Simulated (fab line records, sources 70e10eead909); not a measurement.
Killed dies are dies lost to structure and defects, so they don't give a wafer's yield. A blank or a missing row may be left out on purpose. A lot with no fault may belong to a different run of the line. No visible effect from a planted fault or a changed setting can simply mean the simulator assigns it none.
Matching of chambers | flow nand_harc | NHARC_A_BLC_STRIP_21 on rie_diel-10 has 4 sister chambers
The step strips in O2. 7 wafers are shown with their chamber, then 7 later ones without.

## WAFERS PAIRED WITH THEIR CHAMBERS
wafer  | chamber | showerhead_plenum_p_Torr (Torr) | oes_product_au (a.u.)
L392.2 | 2       | 3.54                            | 1.001
L392.3 | 1       | 3.50                            | 1.016
L403.3 | 1       | 3.49                            | 1.000
L403.5 | 0       | 3.42                            | 0.995
L403.6 | 3       | 3.38                            | 0.994
L405.2 | 2       | 3.53                            | 1.001
L405.3 | 0       | 3.42                            | 1.004

## WAFERS WITHOUT THEIR CHAMBER
wafer  | showerhead_plenum_p_Torr (Torr) | oes_product_au (a.u.)
L405.5 | 3.53                            | 1.005
L410.2 | 3.38                            | 0.999
L410.3 | 3.41                            | 0.989
L410.4 | 3.49                            | 0.998
L412.1 | 3.38                            | 1.002
L412.5 | 3.53                            | 0.993
L412.6 | 3.38                            | 1.002

## CHAMBER TAKEN BY EACH
wafer  | from the rows above | in truth
L405.5 | 2                   | 2
L410.2 | 3                   | 3
L410.3 | 0                   | 0
L410.4 | 1                   | 1
L412.1 | 3                   | 3
L412.5 | 2                   | 2
L412.6 | 3                   | 3
Correctly placed: 7 of 7. Left unplaced by these rows: 0. Placed wrongly: 0.
How it was worked out, from the rows above alone: a wafer's distance from a chamber is the root of the sum, over the readings, of the square of ((its reading less the chamber's mean) divided by the reading's scatter). The wafer belongs to the nearest chamber; if the next one is less than 2 further off, it can't be placed. Each chamber's mean is taken over the wafers shown for it. The scatter: take each reading less its chamber's mean, square it, sum over the shown wafers, divide by the number of wafers less the number of chambers, and take the root.
